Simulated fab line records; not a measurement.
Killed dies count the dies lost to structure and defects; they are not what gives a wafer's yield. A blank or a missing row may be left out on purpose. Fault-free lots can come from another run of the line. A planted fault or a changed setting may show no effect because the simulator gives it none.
Chamber matching :: flow n5Finfet :: N5_BEOL_M8_CURE_74 on uvCure-03: 3 sister chambers
The step cures SiCOH lowk, time 240 s. 3 wafers are shown with their chamber, then 8 later ones without.

== WAFERS WITH THEIR CHAMBER ==
wafer: L077.6
chamber: 0
wafer_temp_C_max: 385.4

wafer: L085.5
chamber: 2
wafer_temp_C_max: 387.0

wafer: L087.2
chamber: 1
wafer_temp_C_max: 387.1

== WAFERS WHOSE CHAMBER IS MISSING ==
wafer: L087.5
wafer_temp_C_max: 386.9

wafer: L087.6
wafer_temp_C_max: 386.9

wafer: L088.1
wafer_temp_C_max: 386.1

wafer: L088.3
wafer_temp_C_max: 385.7

wafer: L088.5
wafer_temp_C_max: 386.0

wafer: L090.1
wafer_temp_C_max: 385.4

wafer: L090.5
wafer_temp_C_max: 385.6

wafer: L090.6
wafer_temp_C_max: 386.0

== THE CHAMBER EACH PASSED THROUGH ==
wafer: L087.5
from the rows above: can't be placed: 2 or 1
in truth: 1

wafer: L087.6
from the rows above: can't be placed: 2 or 1
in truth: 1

wafer: L088.1
from the rows above: can't be placed: 0 or 2 or 1
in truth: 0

wafer: L088.3
from the rows above: 0
in truth: 0

wafer: L088.5
from the rows above: can't be placed: 0 or 2 or 1
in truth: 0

wafer: L090.1
from the rows above: 0
in truth: 0

wafer: L090.5
from the rows above: 0
in truth: 0

wafer: L090.6
from the rows above: can't be placed: 0 or 2 or 1
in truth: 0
Correct placement for 3 of the 8. Cannot be placed on the basis of these rows: 5; the candidates contain the true chamber in 5. 0 placed wrongly.
How it was worked out, from the rows above alone: a wafer's distance from a chamber is the root of the sum, over the readings, of the square of ((its reading less the chamber's mean) divided by the reading's scatter). If the next closest chamber is less than 2 further off than the closest, the wafer can't be placed; otherwise it belongs to the closest. The mean given for a chamber averages the wafers shown for that chamber. The scatter: root of mean squared gap, hidden wafer to nearest shown wafer, with one shown wafer a chamber.
